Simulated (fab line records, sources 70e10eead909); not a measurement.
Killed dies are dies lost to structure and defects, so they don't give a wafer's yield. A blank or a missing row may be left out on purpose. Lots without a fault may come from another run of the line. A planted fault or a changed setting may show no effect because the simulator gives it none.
Which tool did it? | flow nand_harc | 14 lots, 39 wafers sampled, at 5 steps of a route of 1302

WHAT THE GAUGES READ, wafer by wafer
NHARC_A_BONDPAD_THK_MEAS_30: measures by ellipsometry. Usual: thk_nm 200.2 nm, standard deviation 1.3.
lot  | measured     | on            | thk_nm (nm)       | flag
L370 | day 22 23:05 | film_metro-01 | 201.6 201.4 201.7 |
L372 | day 23 12:59 | film_metro-01 | 199.6 198.7 199.1 |
L373 | day 23 14:59 | film_metro-02 | 200.4 200.2 200.9 |
L375 | day 24 14:33 | film_metro-02 | 200.5 200.6 199.0 |
L374 | day 24 07:17 | film_metro-01 | 202.0 201.5 201.5 |
L376 | day 25 14:41 | film_metro-02 | 198.7 199.7 199.5 |
L378 | day 27 07:49 | film_metro-02 | 198.9 199.7 200.2 |
L379 | day 26 20:44 | film_metro-01 | 200.0 200.9 200.9 |
L380 | day 27 12:55 | film_metro-02 | 199.8 201.0 200.0 |
L381 | day 27 18:04 | film_metro-02 | 201.1 202.1 201.2 |
L385 | day 29 13:59 | film_metro-01 | 201.9             |
L387 | day 29 09:13 | film_metro-02 | 198.4             |
L388 | day 30 19:53 | film_metro-02 | 198.9             |
L393 | day 32 20:23 | film_metro-02 | 200.4 198.9 197.9 |

NHARC_A_BONDPAD_THK_MEAS_20: measures by xrf. Usual: thk_nm 170.1 nm, standard deviation 1.3.
lot  | measured     | on            | thk_nm (nm)       | flag
L370 | day 23 02:10 | film_metro-01 | 169.7 168.2 169.2 |
L372 | day 23 16:13 | film_metro-02 | 168.6 167.1 168.4 |
L373 | day 23 18:10 | film_metro-01 | 170.1 169.5 171.4 |
L375 | day 24 17:32 | film_metro-02 | 172.0 171.3 167.4 |
L374 | day 24 10:17 | film_metro-02 | 169.7 168.4 170.5 |
L376 | day 25 17:50 | film_metro-02 | 167.9 169.2 170.6 |
L378 | day 27 10:57 | film_metro-02 | 169.8 170.8 168.8 |
L379 | day 26 23:52 | film_metro-02 | 169.0 170.4 168.6 |
L380 | day 27 16:01 | film_metro-01 | 172.0 170.5 171.2 |
L381 | day 27 21:18 | film_metro-01 | 170.6 169.8 168.9 |
L385 | day 29 16:59 | film_metro-02 | 168.2             |
L387 | day 29 12:13 | film_metro-01 | 171.8             |
L388 | day 30 22:54 | film_metro-02 | 169.8             |
L393 | day 32 23:29 | film_metro-01 | 169.1 170.1 170.2 |

NHARC_END_SORT_01. Usual: killed_at_array 64, standard deviation 16; killed_at_other 1.0, standard deviation 1.1; killed_at_periphery 3.5, standard deviation 2.3; killed_dies 69, standard deviation 17; killed_open 3.2, standard deviation 1.6; killed_short 2.4, standard deviation 1.6.
lot  | measured     | on        | killed_at_array | killed_at_other | killed_at_periphery | killed_dies | killed_open | killed_short | flag
L385 | day 31 05:57 | prober-01 | 674 51          | 0 1             | 3 4                 | 677 56      | 1 3         | 1 3          | OFF
L388 | day 32 11:02 | prober-01 | 33 675          | 3 0             | 3 2                 | 39 677      | 4 2         | 1 1          | OFF

WHICH TOOL RAN EACH LOT (tool, then ch and the chambers of the sampled wafers, then the start)
lot  | NHARC_A_CHANNEL_HOLE_D2_DEP_00 | NHARC_A_BONDPAD_DESCUM_11
L370 | acl_dep-01 ch 0, day 13 00:07  | rie_diel-09 ch 1,2,3, day 22 23:44
L372 | acl_dep-02 ch 0, day 13 23:34  | rie_diel-09 ch 2,3, day 23 13:46
L373 | acl_dep-01 ch 0, day 14 01:01  | rie_diel-09 ch 0,1, day 23 15:47
L375 | acl_dep-02 ch 0, day 14 18:50  | rie_diel-09 ch 0,2,3, day 24 15:12
L374 | acl_dep-01 ch 0, day 14 19:28  | rie_diel-07 ch 1,2,3, day 24 07:58
L376 | acl_dep-03 ch 0, day 15 18:14  | rie_diel-09 ch 1,2, day 25 15:28
L378 | acl_dep-03 ch 0, day 16 04:53  | rie_diel-09 ch 1,2,3, day 27 08:35
L379 | acl_dep-01 ch 0, day 16 21:49  | rie_diel-09 ch 0,1,3, day 26 21:32
L380 | acl_dep-03 ch 0, day 17 02:15  | rie_diel-09 ch 0,1,3, day 27 13:41
L381 | acl_dep-01 ch 0, day 17 23:05  | rie_diel-09 ch 0,1,3, day 27 18:50
L385 | acl_dep-01 ch 0, day 19 17:05  | rie_diel-09 ch 1, day 29 14:40
L387 | acl_dep-01 ch 0, day 19 20:50  | rie_diel-07 ch 3, day 29 09:52
L388 | acl_dep-01 ch 0, day 20 10:34  | rie_diel-09 ch 3, day 30 20:34
L393 | acl_dep-02 ch 0, day 22 19:49  | rie_diel-11 ch 0,2,3, day 32 21:10
- NHARC_A_CHANNEL_HOLE_D2_DEP_00: deposits aC, target thk 3100 nm.
- NHARC_A_BONDPAD_DESCUM_11: chemistry O2, time 3 s.

WHAT THE TOOLS THEMSELVES READ (means of the sampled wafers that have a number; where no wafer has one, the mark that the record gives instead)
NHARC_A_CHANNEL_HOLE_D2_DEP_00. Usual: throttle_valve_pct 34.999 %, standard deviation 0.0095.
lot  | tool       | throttle_valve_pct (%) | flag
L370 | acl_dep-01 | 35.009                 |
L372 | acl_dep-02 | 34.996                 |
L373 | acl_dep-01 | 34.986                 |
L375 | acl_dep-02 | 35.002                 |
L374 | acl_dep-01 | 34.988                 |
L376 | acl_dep-03 | 35.004                 |
L378 | acl_dep-03 | 34.995                 |
L379 | acl_dep-01 | 34.999                 |
L380 | acl_dep-03 | 34.996                 |
L381 | acl_dep-01 | 35.013                 |
L385 | acl_dep-01 | 34.992                 |
L387 | acl_dep-01 | 35.005                 |
L388 | acl_dep-01 | 35.002                 |
L393 | acl_dep-02 | 34.999                 |

NHARC_A_BONDPAD_DESCUM_11. Usual: drypump_motor_current_A 5.95 A, standard deviation 0.27; oes_product_au 1.003 a.u., standard deviation 0.01; rf_vpp_V 57.6 V, standard deviation 0.97; showerhead_plenum_p_Torr 1.88 Torr, standard deviation 0.085; throttle_valve_pct 11.310 %, standard deviation 0.0088.
lot  | tool        | drypump_motor_current_A (A) | oes_product_au (a.u.) | rf_vpp_V (V) | showerhead_plenum_p_Torr (Torr) | throttle_valve_pct (%) | flag
L370 | rie_diel-09 | 5.94                        | 1.002                 | 58.0         | 1.86                            | 11.302                 |
L372 | rie_diel-09 | 5.69                        | 1.009                 | 57.6         | 1.80                            | 11.316                 |
L373 | rie_diel-09 | 6.09                        | 1.009                 | 58.7         | 1.90                            | 11.309                 |
L375 | rie_diel-09 | 5.82                        | 1.002                 | 56.9         | 1.82                            | 11.314                 |
L374 | rie_diel-07 | 6.07                        | 0.996                 | 57.8         | 2.00                            | 11.312                 |
L376 | rie_diel-09 | 6.17                        | 1.005                 | 58.4         | 1.91                            | 11.315                 |
L378 | rie_diel-09 | 5.93                        | 1.007                 | 57.8         | 1.86                            | 11.314                 |
L379 | rie_diel-09 | 5.86                        | 1.003                 | 57.4         | 1.85                            | 11.306                 |
L380 | rie_diel-09 | 5.87                        | 1.000                 | 57.5         | 1.85                            | 11.307                 |
L381 | rie_diel-09 | 5.86                        | 0.998                 | 57.4         | 1.85                            | 11.304                 |
L385 | rie_diel-09 | 6.20                        | 0.994                 | 57.0         | 1.94                            | 11.306                 |
L387 | rie_diel-07 | 6.25                        | 0.991                 | 58.5         | 1.95                            | 11.337                 | OFF
L388 | rie_diel-09 | 5.48                        | 1.028                 | 56.7         | 1.78                            | 11.323                 |
L393 | rie_diel-11 | 5.94                        | 0.999                 | 58.8         | 1.98                            | 11.310                 |

THE ANSWER, worked out from the rows above alone
Rule: a lot is off if the mean of its wafers that have a number lies more than 3 standard deviations from the usual mean. A lot without any number at a reading at which 4 lots or more have one is off too. The other lots that the step has rows for count as sound. The gauges are gone through in route order, then the tools' own readings, and for those a lot's mean is taken as printed above. The first step at which some lot is off is used, and at that step the reading that is off furthest; a lot without a number counts as furthest.
Off: L385, L388, at NHARC_END_SORT_01 (killed_at_array). Neither off nor sound, because the step has no rows for them: L370, L372, L373, L375, L374, L376, L378, L379, L380, L381, L387, L393.
A tool fits if, at a process step before that reading, it ran every lot that is off, and no sound lot after the first of them. The gauges at NHARC_END_SORT_01 are tried like those tools. Can't be told from this: 3 tools fit, acl_dep-01 at NHARC_A_CHANNEL_HOLE_D2_DEP_00, rie_diel-09 at NHARC_A_BONDPAD_DESCUM_11, prober-01 at NHARC_END_SORT_01.

WHAT THE SIMULATOR HAD PUT IN
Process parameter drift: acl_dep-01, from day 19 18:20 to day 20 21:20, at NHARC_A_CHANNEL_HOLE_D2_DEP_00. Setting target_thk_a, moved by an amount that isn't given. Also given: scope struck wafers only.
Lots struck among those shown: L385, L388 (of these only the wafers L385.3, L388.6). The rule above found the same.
